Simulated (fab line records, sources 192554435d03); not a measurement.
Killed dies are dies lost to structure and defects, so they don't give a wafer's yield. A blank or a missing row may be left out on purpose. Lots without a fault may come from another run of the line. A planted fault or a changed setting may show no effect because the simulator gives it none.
Which tool did it? | flow n5_finfet | 8 lots, 24 wafers sampled, at 9 steps of a route of 1938

WHAT THE GAUGES READ, wafer by wafer
N5_DUMMY_GATE_INSPECT_27: inspects for defects (brightfield).
lot  | measured    | on                | raw_defect_count
L995 | day 3 19:03 | defect_inspect-02 | 145 227 147
L997 | day 4 06:32 | defect_inspect-01 | 394 204 270
L101 | day 5 04:49 | defect_inspect-02 | 308 316 204
L111 | day 7 18:45 | defect_inspect-02 | 875 858 845
L112 | day 7 23:08 | defect_inspect-02 | 1022 873 979
L113 | day 8 11:10 | defect_inspect-01 | 390 431 527
L114 | day 8 12:22 | defect_inspect-01 | 346 396 393
L115 | day 8 20:51 | defect_inspect-02 | 178 285 212

N5_SPACER0_INSPECT_04: inspects for defects (darkfield).
lot  | measured    | on                | raw_defect_count
L995 | day 3 19:40 | defect_inspect-02 | 136 113 83
L997 | day 4 07:09 | defect_inspect-01 | 176 122 118
L101 | day 5 06:16 | defect_inspect-02 | 133 131 114
L111 | day 7 19:21 | defect_inspect-02 | 788 790 798
L112 | day 7 23:44 | defect_inspect-01 | 869 791 883
L113 | day 8 11:52 | defect_inspect-02 | 139 151 174
L114 | day 8 13:15 | defect_inspect-01 | 142 144 159
L115 | day 8 22:06 | defect_inspect-02 | 83 129 95

N5_SD_EPI_N_INSPECT_11: inspects for defects (macro).
lot  | measured    | on                | raw_defect_count
L995 | day 3 20:07 | defect_inspect-01 | 1 1 2
L997 | day 4 07:36 | defect_inspect-01 | 1 3 4
L101 | day 5 06:44 | defect_inspect-02 | 2 0 4
L111 | day 7 19:49 | defect_inspect-01 | >300 >300 >300
L112 | day 8 00:11 | defect_inspect-02 | >300 >300 >300
L113 | day 8 12:19 | defect_inspect-01 | 2 0 1
L114 | day 8 13:42 | defect_inspect-01 | 2 1 1
L115 | day 8 22:33 | defect_inspect-02 | 1 2 4

N5_SD_EPI_P_INSPECT_26: inspects for defects (darkfield).
lot  | measured    | on                | raw_defect_count
L995 | day 4 04:40 | defect_inspect-02 | 148 182 117
L997 | day 4 15:54 | defect_inspect-01 | 222 227 237
L101 | day 5 15:18 | defect_inspect-01 | 204 205 183
L111 | day 8 04:44 | defect_inspect-02 | 839 855 797
L112 | day 8 08:25 | defect_inspect-02 | 900 799 842
L113 | day 8 21:17 | defect_inspect-02 | 157 189 198
L114 | day 8 23:20 | defect_inspect-01 | 190 204 222
L115 | day 9 08:16 | defect_inspect-01 | 201 240 144

N5_BEOL_M4_RC_MEAS_101.
lot  | measured     | on        | DIBL_N (mV/V)  | DIBL_P (mV/V)  | IOFF_N (nA/um) | IOFF_P (nA/um) | ION_N (uA/um) | ION_P (uA/um) | SS_N (mV/dec)  | SS_P (mV/dec)  | VT_N (mV)   | VT_P (mV)
L995 | day 8 18:08  | prober-02 | 37.3 36.1 36.7 | 38.3 37.8 38.3 | 0.18 0.16 0.18 | 0.23 0.22 0.24 | 676 668 684   | 460 464 475   | 72.1 71.6 72.0 | 73.7 72.9 72.8 | 249 252 247 | -249 -250 -249
L997 | day 9 07:04  | prober-01 | 36.9 34.3 35.0 | 36.3 33.5 33.1 | 0.17 0.14 0.13 | 0.20 0.17 0.16 | 665 684 660   | 451 461 446   | 71.1 70.8 71.4 | 73.1 73.1 72.3 | 251 250 253 | -252 -257 -257
L101 | day 10 06:06 | prober-01 | 38.8 40.4 39.5 | 40.5 43.5 43.2 | 0.21 0.25 0.25 | 0.24 0.30 0.30 | 681 695 703   | 464 458 476   | 71.4 72.5 71.6 | 74.4 75.2 75.5 | 245 245 241 | -252 -245 -247
L111 | day 13 02:58 | prober-01 | 37.6 38.5 38.1 | 36.4 37.8 37.8 | 0.15 0.17 0.17 | 0.21 0.23 0.23 | 677 697 670   | 470 476 462   | 71.0 71.4 71.7 | 72.8 73.7 72.7 | 250 248 251 | -252 -249 -250
L112 | day 13 16:40 | prober-02 | 37.1 34.8 32.6 | 37.2 35.2 31.7 | 0.18 0.14 0.10 | 0.22 0.18 0.15 | 677 677 650   | 461 458 449   | 71.6 70.7 69.9 | 74.7 72.4 72.3 | 246 252 257 | -251 -254 -259
L113 | day 13 20:19 | prober-01 | 34.2 39.0 36.4 | 36.0 41.1 37.0 | 0.12 0.20 0.14 | 0.19 0.27 0.21 | 669 677 667   | 467 465 464   | 71.6 72.0 71.3 | 72.4 73.9 73.9 | 256 246 254 | -254 -248 -248
L114 | day 13 19:45 | prober-02 | 38.6 39.3 37.7 | 39.3 39.4 38.0 | 0.18 0.18 0.14 | 0.24 0.23 0.21 | 673 669 661   | 459 459 453   | 71.7 72.6 72.0 | 73.9 74.4 73.8 | 252 251 255 | -252 -253 -255
L115 | day 13 23:04 | prober-02 | 36.1 38.0 37.1 | 35.9 37.9 36.7 | 0.13 0.15 0.14 | 0.19 0.22 0.20 | 649 676 662   | 447 464 456   | 71.3 71.4 70.7 | 72.5 73.6 73.4 | 254 252 252 | -250 -249 -253

WHICH TOOL RAN EACH LOT (tool, then ch and the chambers of the sampled wafers, then the start)
lot  | N5_DUMMY_GATE_ETCH_36             | N5_DUMMY_GATE_TRIM_49           | N5_DUMMY_GATE_ETCH_32           | N5_DUMMY_GATE_ETCH_44
L995 | rie_diel-05 ch 1,2,3, day 3 18:01 | rie_si-06 ch 0,1,2, day 3 18:08 | rie_si-03 ch 0,1,3, day 3 18:34 | rie_si-03 ch 0,1,3, day 3 18:40
L997 | rie_diel-05 ch 2,3, day 4 05:29   | rie_si-01 ch 1,2,3, day 4 05:37 | rie_si-03 ch 0,1,3, day 4 06:04 | rie_si-03 ch 0,1,3, day 4 06:08
L101 | rie_diel-03 ch 1,2,3, day 5 03:46 | rie_si-06 ch 0,3, day 5 03:53   | rie_si-03 ch 1,2, day 5 04:20   | rie_si-03 ch 1,2, day 5 04:26
L111 | rie_diel-03 ch 0,2, day 7 17:29   | rie_si-06 ch 0,1, day 7 17:37   | rie_si-03 ch 1,2, day 7 18:11   | rie_si-03 ch 1,2, day 7 18:16
L112 | rie_diel-05 ch 0,2,3, day 7 22:00 | rie_si-06 ch 1,2,3, day 7 22:07 | rie_si-03 ch 0,2,3, day 7 22:38 | rie_si-03 ch 0,2,3, day 7 22:44
L113 | rie_diel-04 ch 0,1, day 8 10:06   | rie_si-06 ch 0,3, day 8 10:14   | rie_si-01 ch 1,2,3, day 8 10:40 | rie_si-01 ch 1,2,3, day 8 10:46
L114 | rie_diel-04 ch 1,2, day 8 11:19   | rie_si-03 ch 0,1,3, day 8 11:26 | rie_si-06 ch 0,3, day 8 11:53   | rie_si-06 ch 0,3, day 8 11:58
L115 | rie_diel-04 ch 0,1,2, day 8 19:48 | rie_si-03 ch 1,2, day 8 19:55   | rie_si-06 ch 0,2, day 8 20:22   | rie_si-06 ch 0,2, day 8 20:27
- N5_DUMMY_GATE_ETCH_36: etches SiARC in CF4, target depth 13 nm.
- N5_DUMMY_GATE_TRIM_49: chemistry O2, time 29 s, target cd 14 nm.
- N5_DUMMY_GATE_ETCH_32: etches SiO2 in CF4, target depth 3.5 nm, time 3.9 s.
- N5_DUMMY_GATE_ETCH_44: etches poly-Si in HBr/O2, stops on SiO2, target depth 127.5 nm.

WHAT THE TOOLS THEMSELVES READ (means of the sampled wafers that have a number; where no wafer has one, the mark that the record gives instead)
N5_DUMMY_GATE_ETCH_36.
lot  | tool        | drypump_motor_current_A (A) | mfc_ar_sccm (sccm) | oes_product_au (a.u.) | rf_vpp_V (V) | showerhead_plenum_p_Torr (Torr) | throttle_valve_pct (%)
L995 | rie_diel-05 | 5.6                         | 99.9               | 0.80                  | 184.9        | 2.13                            | 15.50
L997 | rie_diel-05 | 5.6                         | 100.0              | 0.81                  | 184.5        | 2.15                            | 15.63
L101 | rie_diel-03 | 5.6                         | 100.1              | 0.70                  | 183.5        | 2.15                            | 15.77
L111 | rie_diel-03 | 5.9                         | 100.0              | 0.71                  | 183.5        | 2.10                            | 15.76
L112 | rie_diel-05 | 5.7                         | 100.1              | 0.84                  | 184.3        | 2.13                            | 15.48
L113 | rie_diel-04 | 5.4                         | 99.8               | 0.74                  | 184.5        | 2.09                            | 15.71
L114 | rie_diel-04 | 5.0                         | 99.7               | 0.73                  | 184.4        | 2.06                            | 15.64
L115 | rie_diel-04 | 5.4                         | 99.9               | 0.76                  | 183.8        | 2.07                            | 15.67

N5_DUMMY_GATE_TRIM_49.
lot  | tool      | drypump_motor_current_A (A) | oes_product_au (a.u.) | throttle_valve_pct (%)
L995 | rie_si-06 | 5.7                         | 0.999                 | 8.25
L997 | rie_si-01 | 5.5                         | 0.998                 | 8.03
L101 | rie_si-06 | 6.2                         | 0.993                 | 8.37
L111 | rie_si-06 | 5.4                         | 1.027                 | 8.18
L112 | rie_si-06 | 6.0                         | 0.992                 | 8.15
L113 | rie_si-06 | 6.4                         | 0.994                 | 8.26
L114 | rie_si-03 | 5.5                         | 1.014                 | 8.16
L115 | rie_si-03 | 5.5                         | 1.000                 | 8.08

N5_DUMMY_GATE_ETCH_32.
lot  | tool      | drypump_motor_current_A (A) | oes_product_au (a.u.) | throttle_valve_pct (%)
L995 | rie_si-03 | 5.5                         | 1.023                 | 21.7
L997 | rie_si-03 | 5.5                         | 1.019                 | 21.7
L101 | rie_si-03 | 5.4                         | 1.008                 | 21.4
L111 | rie_si-03 | 5.4                         | 1.020                 | 21.4
L112 | rie_si-03 | 5.6                         | 1.015                 | 21.7
L113 | rie_si-01 | 5.5                         | 0.996                 | 21.6
L114 | rie_si-06 | 6.4                         | 1.003                 | 21.9
L115 | rie_si-06 | 6.0                         | 1.004                 | 22.3

N5_DUMMY_GATE_ETCH_44.
lot  | tool      | drypump_motor_current_A (A) | oes_product_au (a.u.) | throttle_valve_pct (%)
L995 | rie_si-03 | 5.5                         | 0.729                 | 18.41
L997 | rie_si-03 | 5.5                         | 0.730                 | 18.42
L101 | rie_si-03 | 5.4                         | 0.740                 | 18.22
L111 | rie_si-03 | 5.4                         | 0.730                 | 18.21
L112 | rie_si-03 | 5.7                         | 0.730                 | 18.44
L113 | rie_si-01 | 5.5                         | 0.733                 | 18.37
L114 | rie_si-06 | 6.4                         | 0.724                 | 18.63
L115 | rie_si-06 | 6.0                         | 0.720                 | 18.87

THE ANSWER, worked out from the rows above alone
Rule: what is usual is taken from the lots themselves. Put in order of their means at a reading, lots are off if they are a third of the lots or fewer, leave a main group of 4 or more, and stand apart from it by a gap of 3 or more times the standard deviation of the main group's means; of several such gaps the widest counts. A main group whose means are all the same, to the digits that the tables above print for the reading, isn't used. A lot without any number at a reading at which 4 lots or more have one is off too. The other lots that the step has rows for count as sound. The gauges are gone through in route order, then the tools' own readings, and for those a lot's mean is taken as printed above. The first step at which some lot is off is used, and at that step the reading that is off furthest; a lot without a number counts as furthest.
Off: L111, L112, at N5_DUMMY_GATE_INSPECT_27 (raw_defect_count). The main group: mean 298, standard deviation 92.
A tool fits if, at a process step before that reading, it ran every lot that is off, and no sound lot after the first of them. The gauges at N5_DUMMY_GATE_INSPECT_27 are tried like those tools. One fits: rie_si-03 at N5_DUMMY_GATE_ETCH_32 and N5_DUMMY_GATE_ETCH_44. At N5_DUMMY_GATE_ETCH_32 its last sound lot is L101 (day 5 04:20), its first lot that is off L111 (day 7 18:11): a fault that began between those two fits.

WHAT THE SIMULATOR HAD PUT IN
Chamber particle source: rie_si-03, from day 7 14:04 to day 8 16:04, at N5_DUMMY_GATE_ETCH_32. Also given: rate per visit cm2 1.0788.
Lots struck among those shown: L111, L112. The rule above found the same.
